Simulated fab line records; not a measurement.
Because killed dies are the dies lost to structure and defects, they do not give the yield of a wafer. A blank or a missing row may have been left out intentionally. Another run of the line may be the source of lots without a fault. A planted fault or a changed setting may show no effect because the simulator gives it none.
fab line records    flow n5Finfet
[record] lots = 7  wafers = 21  lastDay = 18
route steps=1938 shown BEOL_M11@1578 BEOL_M12@1637 BEOL_M15@1830
lots untouched by any fault: they come from a run of this same line in which no faults occurred
startH: hours from the record's first day to the start of the lot's first wafer shown    waitH: hours since the lot's step before    " repeats the value in the row above    L1.1+2: several wafers, shown together as one row    - no value, or no start given    * or withheld: withheld    < > ~ a bound
route shown NAME@n: names a module that has steps shown in the file, with the first one's number in the route    usual: mean/standard deviation taken from wafers without a fault    same: alike in all rows    chamber/n: place in a boat    sites: each site's reading    _std_site: the values' standard deviation    _edge_site: the outer-site mean with the inner-site mean subtracted    radiusMm: for every site, how far away it sits from the centre of the wafer    mask NAME#n: copy n    behind: the tool/chamber that last shaped the wafer    hold: why the lot went on hold/how many hours it stayed there/how the hold came to an end    device: whichever transistor did not switch (one of n, p or np)    end of line: tests of these same wafers at the route's end    for a step that has no rows: nothing shown but its recipe    killed: at the first sort, the dies lost to defects and structure; wafer yield is something else    map: dies across one wafer; x = killed, . = not, _ = none there
set.NAME: the setting as run; set.NAME@STEP: as run at that earlier step    model.NAME: the simulator's own value behind a step, which no gauge read
the route's steps for a sample of lots (tables are steps, rows are wafers)
services: a tool's chamber out of use, with start hour (startH, from the record's first day; less than 0 if before it), hours out, and reason
[[steps]]
[step N5_BEOL_M11_TRENCH_ETCH_37]
[recipe] chemistry = C4F6/O2  targetDepthA = 1488.3  target = SiCOH_lowk  timeS = 48  ionEnergyEv = 250  pressureMtorr = 30  sourceW = 345  biasW = 185  Ar_flow_sccm = 300  C4F6_flow_sccm = 10  O2_flow_sccm = 10
[usual] drypumpMotorCurrentA = 5.6/0.44  oesProductAu = 0.82/0.087  rfVppV = 664/14  showerheadPlenumPTorr = 2.81/0.094  throttleValvePct = 20.77/0.18
[same] timeS = 48
lot.wafer  tool        chamber  startH  waitH  drypumpMotorCurrentA  oesProductAu  rfHoursCounterH  rfVppV  showerheadPlenumPTorr  throttleValvePct
L562.2     rieDiel-03  2        -       -      5.0                   0.92          22               692     2.88                   20.51
L562.5     "           3        "       "      5.7                   0.66          -                645     2.81                   21.11
L562.6     "           2        "       "      5.0                   0.91          -                691     2.88                   20.50
L564.1     rieDiel-01  1        -       -      5.8                   0.83          91               647     2.78                   20.73
L564.3     "           3        "       "      5.6                   0.74          170              680     2.96                   20.81
L564.5     "           2        "       "      5.2                   0.76          -                669     2.74                   20.82
L571.2     rieDiel-04  2        -       -      6.2                   0.83          77               669     2.90                   20.62
L571.5     "           1        "       "      5.6                   0.73          -                652     2.61                   20.69
L571.6     "           2        "       "      6.2                   0.83          -                671     2.90                   20.59
L572.1     rieDiel-04  2        -       -      6.2                   0.83          80               670     2.90                   20.61
L572.3     "           0        "       "      5.8                   0.96          6                663     2.78                   20.76
L572.5     "           3        "       "      5.2                   0.67          -                651     2.71                   20.88
L581.1     rieDiel-03  3        -       -      5.7                   0.91          18               645     2.80                   20.83
L581.2     "           1        "       "      6.3                   0.86          37               674     2.90                   21.11
L581.6     "           0        "       "      6.0                   0.92          -                652     2.77                   20.36
L582.1     rieDiel-04  1        -       -      5.7                   0.72          193              651     2.60                   20.73
L582.4     "           0        "       "      5.8                   0.91          -                663     2.77                   20.80
L582.5     "           2        "       "      6.2                   0.82          -                669     2.89                   20.65
L585.2     rieDiel-03  1        -       -      6.3                   0.85          48               675     2.90                   21.11
L585.3     "           2        "       "      5.0                   0.85          70               690     2.86                   20.58
L585.5     "           3        "       "      5.7                   0.89          -                645     2.79                   20.85
[step N5_BEOL_M12_ETCH_68]
[recipe] chemistry = N2/H2  target = SOC  maskMaterial = SiARC  sourceW = 3000  biasW = 350  tempC = 40  timeS = 285  ionEnergyEv = 200  pressureMtorr = 30  n2FlowSccm = 200  h2FlowSccm = 200
[usual] drypumpMotorCurrentA = 5.6/0.58  oesProductAu = 0.83/0.079  rfVppV = 524.4/2.8  showerheadPlenumPTorr = 2.56/0.094  throttleValvePct = 17.55/0.26
[same] timeS = 285
lot.wafer  tool        chamber  startH  waitH  drypumpMotorCurrentA  oesProductAu  rfHoursCounterH  rfVppV  showerheadPlenumPTorr  throttleValvePct
L562.2     rieDiel-06  0        239.64  0.1    5.0                   0.87          69               527.4   2.69                   17.42
L562.5     "           2        "       "      6.4                   0.69          -                519.9   2.39                   18.28
L562.6     "           0        "       "      5.0                   0.86          -                528.0   2.69                   17.41
L564.1     rieDiel-05  1        243.89  0.1    4.8                   0.86          44               521.9   2.48                   17.11
L564.3     "           2        "       "      5.6                   0.76          138              523.9   2.55                   17.68
L564.5     "           2        "       "      5.6                   0.76          -                522.9   2.55                   17.68
L571.2     rieDiel-05  3        277.40  0.1    5.4                   0.89          22               522.7   2.50                   17.42
L571.5     "           0        "       "      5.2                   0.77          -                521.3   2.44                   17.64
L571.6     "           1        "       "      4.9                   0.84          -                522.1   2.47                   17.13
L572.1     rieDiel-02  2        291.76  0.1    5.3                   0.83          81               528.1   2.67                   17.28
L572.3     "           0        "       "      5.7                   0.78          115              521.6   2.45                   17.36
L572.5     "           0        "       "      5.7                   0.78          -                520.9   2.45                   17.38
L581.1     rieDiel-02  0        350.49  0.1    5.7                   0.76          134              521.8   2.44                   17.41
L581.2     "           1        "       "      6.0                   0.88          21               524.6   2.60                   17.65
L581.6     "           0        "       "      5.7                   0.77          -                521.7   2.44                   17.40
L582.1     rieDiel-06  3        352.28  0.1    6.6                   0.98          15               527.0   2.58                   17.51
L582.4     "           1        "       "      5.1                   0.85          44               521.6   2.48                   17.39
L582.5     "           0        "       "      5.0                   0.81          -                528.5   2.67                   17.49
L585.2     rieDiel-06  0        384.87  0.1    5.0                   0.80          125              527.7   2.67                   17.50
L585.3     "           3        "       "      6.6                   0.95          26               525.0   2.57                   17.53
L585.5     "           3        "       "      6.6                   0.94          -                524.7   2.57                   17.50
[step N5_BEOL_M12_TRENCH_ETCH_34]
[recipe] chemistry = C4F8/O2/Ar  target = SiOC  targetDepthA = 3189.5  maskMaterial = SOC  pressureMtorr = 30  sourceW = 3000  biasW = 700  Ar_flow_sccm = 400  C4F8_flow_sccm = 15  O2_flow_sccm = 8  heInnerTorr = 15  heOuterTorr = 30  timeS = 125.5  ionEnergyEv = 250
[usual] drypumpMotorCurrentA = 5.6/0.58  oesProductAu = 0.83/0.081  rfVppV = 666/3.5  showerheadPlenumPTorr = 3.44/0.11  throttleValvePct = 24.0/0.32
lot.wafer  tool        chamber  startH  waitH  drypumpMotorCurrentA  oesProductAu  rfHoursCounterH  rfVppV  showerheadPlenumPTorr  throttleValvePct
L562.2     rieDiel-06  0        239.82  0.0    5.0                   0.86          69               672     3.60                   23.9
L562.5     "           2        "       "      6.4                   0.68          -                661     3.26                   24.9
L562.6     "           0        "       "      5.0                   0.87          -                672     3.60                   23.8
L564.1     rieDiel-05  1        244.07  0.0    4.9                   0.86          44               664     3.33                   23.5
L564.3     "           2        "       "      5.6                   0.76          138              667     3.44                   24.2
L564.5     "           2        "       "      5.6                   0.76          -                666     3.44                   24.2
L571.2     rieDiel-05  3        277.58  0.0    5.4                   0.89          22               664     3.37                   23.9
L571.5     "           0        "       "      5.3                   0.77          -                661     3.32                   24.1
L571.6     "           1        "       "      4.9                   0.84          -                661     3.32                   23.5
L572.1     rieDiel-02  2        291.94  0.0    5.3                   0.83          81               670     3.55                   23.6
L572.3     "           0        "       "      5.7                   0.78          115              663     3.32                   23.9
L572.5     "           0        "       "      5.7                   0.79          -                661     3.32                   23.9
L581.1     rieDiel-02  0        350.67  0.0    5.7                   0.76          134              662     3.31                   23.9
L581.2     "           1        "       "      6.1                   0.87          21               667     3.47                   24.0
L581.6     "           0        "       "      5.7                   0.76          -                662     3.31                   23.9
L582.1     rieDiel-06  3        352.47  0.0    6.7                   0.98          15               667     3.46                   24.0
L582.4     "           1        "       "      5.1                   0.85          44               664     3.33                   23.8
L582.5     "           0        "       "      5.0                   0.81          -                672     3.57                   23.9
L585.2     rieDiel-06  0        385.05  0.0    5.0                   0.81          125              671     3.57                   23.9
L585.3     "           3        "       "      6.7                   0.95          26               668     3.46                   24.0
L585.5     "           3        "       "      6.7                   0.96          -                668     3.46                   24.0
[step N5_BEOL_M12_OCD_MEAS_35]
[usual] trenchDepthNm = 318/6.5
lot.wafer  tool    chamber  startH  waitH  trenchDepthNm
L562.2     ocd-02  -        239.98  0.0    320
L562.5     "       -        "       "      313
L562.6     "       -        "       "      323
L564.1     ocd-01  -        244.23  0.0    315
L564.3     "       -        "       "      311
L564.5     "       -        "       "      312
L571.2     ocd-01  -        277.74  0.0    311
L571.5     "       -        "       "      401
L571.6     "       -        "       "      313
L572.1     ocd-02  -        292.09  0.0    314
L572.3     "       -        "       "      314
L572.5     "       -        "       "      317
L581.1     ocd-01  -        350.83  0.0    315
L581.2     "       -        "       "      311
L581.6     "       -        "       "      314
L582.1     ocd-02  -        352.62  0.0    335
L582.4     "       -        "       "      328
L582.5     "       -        "       "      319
L585.2     ocd-01  -        385.21  0.0    320
L585.3     "       -        "       "      332
L585.5     "       -        "       "      333
[step N5_BEOL_M12_SPUTTER_45]
[recipe] material = Cu  targetThkA = 800  tempC = -20  biasV = 60  powerW = 26000  chamberPressurePa = 0.13  timeS = 13.33
[usual] cathodeDcPowerW = 26000/5.1  throttleValvePct = 29.9/1.2
[same] timeS = 13.33
lot.wafer  tool           chamber  startH  waitH  cathodeDcPowerW  throttleValvePct
L562.2     pvdSputter-01  -        242.89  0.0    26000            32.6
L562.5     "              -        "       "      26003            30.6
L562.6     "              -        "       "      26001            29.8
L564.1     pvdSputter-01  -        245.47  0.0    26005            30.6
L564.3     "              -        "       "      25993            29.6
L564.5     "              -        "       "      26001            29.2
L571.2     pvdSputter-01  -        281.08  0.0    26005            29.5
L571.5     "              -        "       "      26001            29.7
L571.6     "              -        "       "      26002            29.3
L572.1     pvdSputter-01  -        294.39  0.0    25995            30.7
L572.3     "              -        "       "      26001            32.9
L572.5     "              -        "       "      25998            29.5
L581.1     pvdSputter-03  -        352.76  0.0    25998            30.7
L581.2     "              -        "       "      25999            28.2
L581.6     "              -        "       "      26003            31.0
L582.1     pvdSputter-02  -        354.03  0.0    26002            29.9
L582.4     "              -        "       "      26003            27.9
L582.5     "              -        "       "      25999            30.0
L585.2     pvdSputter-03  -        390.43  0.0    25993            28.2
L585.3     "              -        "       "      25994            30.0
L585.5     "              -        "       "      25994            29.9
[step N5_BEOL_M12_THK_MEAS_50]
[recipe] thkMeasGauge = xrf  reads = Cu_of_BEOL_M12_ECD_47
[usual] M12_THK = 313/7.2
lot.wafer  tool          chamber  startH  waitH  M12_THK[nm]
L562.2     filmMetro-02  -        243.74  -      312
L562.5     "             -        "       "      308
L562.6     "             -        "       "      317
L564.1     filmMetro-01  -        246.46  -      306
L564.3     "             -        "       "      303
L564.5     "             -        "       "      304
L571.2     filmMetro-01  -        282.17  -      308
L571.5     "             -        "       "      400
L571.6     "             -        "       "      310
L572.1     filmMetro-01  -        295.43  -      310
L572.3     "             -        "       "      310
L572.5     "             -        "       "      314
L581.1     filmMetro-01  -        353.85  -      313
L581.2     "             -        "       "      309
L581.6     "             -        "       "      311
L582.1     filmMetro-01  -        354.88  -      329
L582.4     "             -        "       "      323
L582.5     "             -        "       "      314
L585.2     filmMetro-02  -        391.82  -      319
L585.3     "             -        "       "      330
L585.5     "             -        "       "      333
[step N5_BEOL_M12_RS_MEAS_54]
[recipe] thkMeasGauge = four-point-probe  reads = Cu_of_BEOL_M12_ECD_47+Ta_of_BEOL_M12_SPUTTER_44+TaN_of_BEOL_M12_SPUTTER_43
[usual] M12_RS = 0.0602/0.0013
lot.wafer  tool          chamber  startH  waitH  M12_RS[ohm/sq]
L562.2     filmMetro-02  -        243.87  0.0    0.0601
L562.5     "             -        "       "      0.0610
L562.6     "             -        "       "      0.0595
L564.1     filmMetro-02  -        246.59  0.0    0.0609
L564.3     "             -        "       "      0.0619
L564.5     "             -        "       "      0.0616
L571.2     filmMetro-01  -        282.30  0.0    0.0617
L571.5     "             -        "       "      0.0470
L571.6     "             -        "       "      0.0616
L572.1     filmMetro-01  -        295.56  0.0    0.0606
L572.3     "             -        "       "      0.0603
L572.5     "             -        "       "      0.0599
L581.1     filmMetro-02  -        353.98  0.0    0.0607
L581.2     "             -        "       "      0.0616
L581.6     "             -        "       "      0.0610
L582.1     filmMetro-01  -        355.03  0.1    0.0577
L582.4     "             -        "       "      0.0586
L582.5     "             -        "       "      0.0599
L585.2     filmMetro-01  -        391.94  0.0    0.0597
L585.3     "             -        "       "      0.0574
L585.5     "             -        "       "      0.0573
[step N5_BEOL_M15_RC_MEAS_101]
[usual] COMB_M10 = 1.5e-11/3.1e-12  COMB_M11 = 1.5e-11/3.6e-12  COMB_M13 = 4.6e-12/1.2e-12  COMB_M14 = 3.8e-12/1.3e-12  COMB_M15 = 2.7e-12/1.1e-12  COMB_M5 = 3.5e-11/6.8e-12  COMB_M6 = 2.6e-11/5.7e-12  COMB_M7 = 2.5e-11/4.9e-12  COMB_M8 = 2.6e-11/5.8e-12  COMB_M9 = 1.5e-11/3.4e-12  SERP_M10 = 3.11/0.099  SERP_M11 = 3.07/0.096  SERP_M12 = 0.640/0.02  SERP_M12_max_site = 0.652/0.021  SERP_M13 = 0.309/0.007  SERP_M14 = 0.161/0.0058  SERP_M14_max_site = 0.163/0.0061  SERP_M5 = 38.8/1.6  SERP_M6 = 13.9/0.5  SERP_M7 = 14.1/0.67  SERP_M8 = 14.0/0.59  SERP_M9 = 3.06/0.096
lot.wafer  tool       chamber  startH  waitH  COMB_M10[S/m]  COMB_M11[S/m]  COMB_M13[S/m]  COMB_M14[S/m]  COMB_M15[S/m]  COMB_M5[S/m]  COMB_M6[S/m]  COMB_M7[S/m]  COMB_M8[S/m]  COMB_M9[S/m]  SERP_M10[ohm/um]  SERP_M11[ohm/um]  SERP_M12[ohm/um]  SERP_M12_max_site[ohm/um]  SERP_M13[ohm/um]  SERP_M14[ohm/um]  SERP_M14_max_site[ohm/um]  SERP_M5[ohm/um]  SERP_M6[ohm/um]  SERP_M7[ohm/um]  SERP_M8[ohm/um]  SERP_M9[ohm/um]
L562.2     prober-02  0        260.84  0.2    1.5e-11        1.8e-11        3.9e-12        6.8e-12        3e-12          3.1e-11       3.2e-11       2.7e-11       2.7e-11       2.1e-11       3.02              3.04              0.655             0.671                      0.321             0.167             0.169                      38.6             13.9             13.8             15.0             3.09
L562.5     "          0        "       "      1.3e-11        2.3e-11        4.9e-12        5.4e-12        3.7e-12        3.4e-11       3.2e-11       2.2e-11       3e-11         1.6e-11       3.10              3.15              0.655             0.663                      0.307             0.162             0.163                      40.5             14.1             13.7             15.0             3.14
L562.6     "          0        "       "      1.7e-11        2e-11          5.3e-12        4.5e-12        3.2e-12        2.8e-11       2.9e-11       2.5e-11       3.8e-11       1.9e-11       3.03              3.05              0.617             0.632                      0.296             0.167             0.168                      39.3             14.1             14.6             13.2             2.88
L564.1     prober-01  0        261.88  0.4    1.5e-11        1.9e-11        4.4e-12        2.3e-12        1.4e-12        2.6e-11       3.2e-11       2e-11         2.4e-11       1.3e-11       3.23              3.15              0.659             0.677                      0.309             0.157             0.159                      37.3             14.2             15.0             13.9             3.14
L564.3     "          0        "       "      1.7e-11        1.4e-11        4.8e-12        2.3e-12        1.6e-12        3.5e-11       1.7e-11       2.7e-11       2.7e-11       1.7e-11       3.01              3.25              0.661             0.679                      0.317             0.157             0.158                      36.7             14.2             13.8             13.3             2.93
L564.5     "          0        "       "      1.7e-11        1.2e-11        4e-12          2.8e-12        1.8e-12        3.2e-11       1.9e-11       2.8e-11       2.2e-11       2.1e-11       3.01              3.17              0.694             0.711                      0.308             0.149             0.151                      38.2             14.0             14.7             14.0             2.92
L571.2     prober-02  0        299.72  0.2    1.4e-11        2.6e-11        3.9e-12        4.7e-12        3.5e-12        3.9e-11       2.6e-11       2.4e-11       1.9e-11       1e-11         3.19              3.15              0.644             0.653                      0.305             0.169             0.170                      38.2             14.2             14.3             13.8             3.06
L571.5     "          0        "       "      1.4e-11        1.7e-11        4.4e-12        4.2e-12        4.7e-12        3.1e-11       2.4e-11       2.7e-11       2.5e-11       1.8e-11       3.22              3.12              0.495             0.506                      0.301             0.166             0.170                      37.9             14.9             13.4             13.6             3.08
L571.6     "          0        "       "      1.6e-11        2.1e-11        4.2e-12        4.6e-12        3.3e-12        3.4e-11       2.5e-11       2.3e-11       2.4e-11       1.2e-11       3.20              3.18              0.653             0.659                      0.302             0.163             0.166                      38.5             14.5             12.3             13.3             3.09
L572.1     prober-01  0        313.48  0.0    1.9e-11        2e-11          4.8e-12        1.8e-12        1.9e-12        2.7e-11       1.9e-11       2.2e-11       2.5e-11       1.5e-11       3.13              2.98              0.645             0.653                      0.299             0.152             0.153                      39.1             13.8             14.3             13.6             3.05
L572.3     "          0        "       "      1.3e-11        1.6e-11        4e-12          1.6e-12        1.6e-12        3.4e-11       2.2e-11       2.1e-11       2.6e-11       1.8e-11       2.98              2.97              0.635             0.645                      0.303             0.151             0.152                      37.5             13.5             13.8             14.5             3.09
L572.5     "          0        "       "      1.2e-11        1.6e-11        4.3e-12        2.6e-12        2e-12          2.9e-11       1.7e-11       2.1e-11       3.1e-11       1.3e-11       3.10              3.08              0.647             0.660                      0.307             0.157             0.160                      37.7             13.4             14.2             13.5             3.04
L581.1     prober-01  0        375.94  0.0    1.4e-11        1.2e-11        3.8e-12        2.3e-12        1.3e-12        3.1e-11       1.7e-11       2.4e-11       2.8e-11       1.8e-11       3.20              2.91              0.632             0.647                      0.300             0.160             0.162                      37.4             13.7             12.5             13.8             2.93
L581.2     "          0        "       "      1.7e-11        2e-11          2.6e-12        2e-12          2.5e-12        5.1e-11       1.7e-11       2.6e-11       2.2e-11       1.6e-11       3.11              2.99              0.674             0.681                      0.300             0.164             0.165                      35.5             13.9             14.1             13.4             2.95
L581.6     "          0        "       "      1.7e-11        1e-11          2.8e-12        2.6e-12        1.2e-12        4e-11         2.6e-11       2.1e-11       2.7e-11       1.8e-11       3.23              2.99              0.652             0.662                      0.296             0.157             0.160                      36.2             14.2             13.7             13.1             2.88
L582.1     prober-02  0        376.55  0.0    1.8e-11        1.8e-11        6.6e-12        4.7e-12        3.7e-12        3.1e-11       2.4e-11       3.4e-11       2.8e-11       1.8e-11       3.06              3.16              0.589             0.601                      0.310             0.149             0.152                      40.1             13.2             13.5             14.6             3.11
L582.4     "          0        "       "      1.6e-11        1.9e-11        6.1e-12        6e-12          3.9e-12        4e-11         3e-11         2.8e-11       2.2e-11       1.3e-11       2.91              3.00              0.615             0.630                      0.311             0.154             0.156                      40.8             14.4             12.6             13.8             2.93
L582.5     "          0        "       "      1.5e-11        2.1e-11        4.9e-12        4.5e-12        4.3e-12        3.7e-11       2.5e-11       2.4e-11       2.9e-11       1.6e-11       2.99              3.06              0.634             0.644                      0.307             0.154             0.155                      38.6             13.3             13.3             14.6             3.12
L585.2     prober-02  0        413.24  0.2    1.6e-11        1.2e-11        5.6e-12        5.8e-12        4.3e-12        3.7e-11       2.3e-11       2.6e-11       2.2e-11       1.8e-11       3.15              2.87              0.639             0.649                      0.310             0.153             0.155                      38.6             13.6             13.4             13.5             3.07
L585.3     "          0        "       "      1.8e-11        1.4e-11        5.7e-12        5.2e-12        3.4e-12        4.2e-11       2.3e-11       2.1e-11       2.1e-11       1.9e-11       3.30              2.95              0.623             0.636                      0.310             0.148             0.151                      38.7             13.2             12.9             13.2             3.09
L585.5     "          0        "       "      1.7e-11        1.1e-11        5.7e-12        4.4e-12        4.2e-12        2.9e-11       2.5e-11       2.8e-11       3e-11         1.7e-11       3.11              2.89              0.598             0.608                      0.309             0.158             0.159                      39.4             13.4             13.6             13.6             2.86
// sites SERP_M12 radiusMm=0,75,75,75,75,140,140,140,140
L562.2 0.644 0.665 0.660 0.671 0.655 0.655 0.645 0.651 0.665
L564.1 0.659 0.647 0.667 0.677 0.654 0.654 0.666 0.670 0.654
L571.2 0.645 0.642 0.650 0.635 0.641 0.627 0.647 0.653 0.644
L572.1 0.646 0.647 0.653 0.635 0.648 0.644 0.644 0.645 0.636
L581.1 0.619 0.637 0.639 0.628 0.632 0.632 0.630 0.626 0.647
L582.1 0.590 0.589 0.590 0.579 0.588 0.577 0.601 0.596 0.586
L585.2 0.639 0.642 0.631 0.649 0.632 0.646 0.618 0.633 0.642
[[services]]
tool           chamber  startH  hours  kind
rieDiel-01     1        218.33  2.2    repair
rieDiel-06     1        223.23  -      clean
rieDiel-06     1        223.23  -      consumableReplace:focusRing
rieDiel-06     1        223.23  18.1   scheduledDown
rieDiel-06     1        223.23  18.1   ventCycle
rieDiel-04     -        237.68  2.8    pm
rieDiel-05     -        250.18  0.4    repair
rieDiel-01     0        254.85  1.3    repair
rieDiel-01     0        269.55  3.6    repair
rieDiel-06     2        280.14  -      clean
rieDiel-06     2        280.14  -      consumableReplace:focusRing
rieDiel-06     2        280.14  -      consumableReplace:showerhead
rieDiel-06     2        280.14  20.4   scheduledDown
rieDiel-06     2        280.14  20.4   ventCycle
rieDiel-04     -        288.48  2.1    repair
rieDiel-01     1        305.80  8.6    repair
pvdSputter-03  -        309.90  0.8    repair
rieDiel-05     2        325.98  13.5   repair
rieDiel-05     -        330.64  3.9    repair
pvdSputter-01  -        335.20  1.6    repair
rieDiel-05     3        336.29  3.1    repair
rieDiel-03     1        336.61  1.6    repair
rieDiel-02     1        370.04  5.3    repair
rieDiel-03     2        383.66  6.4    repair
[[key]]
[firstSign] step = N5_BEOL_M12_OCD_MEAS_35  reading = trenchDepthNm  direction = up  sigmas = 13  usual = 318  struck = 401
[effect] step = N5_BEOL_M12_THK_MEAS_50  reading = M12_THK  direction = up  sigmas = 12  usual = 313  struck = 400
[effect] step = N5_BEOL_M12_RS_MEAS_54  reading = M12_RS  direction = down  sigmas = 10  usual = 0.0602  struck = 0.0470
[effect] step = N5_BEOL_M15_RC_MEAS_101  reading = SERP_M12  direction = down  sigmas = 7.3  usual = 0.640  struck = 0.495
metAt N5_BEOL_M12_TRENCH_ETCH_34
struckLots L571
struckWafers L571.5
notActingAt N5_BEOL_M11_TRENCH_ETCH_37,N5_BEOL_M12_ETCH_68,N5_BEOL_M12_SPUTTER_45
[fault] kind = processParameterDrift  tool = rieDiel-05  chamber = 0  onsetH = 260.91  steps = N5_BEOL_M12_TRENCH_ETCH_34  channel = timeS  offset = *  shape = step  endH = 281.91  actsIn = *  stated = *
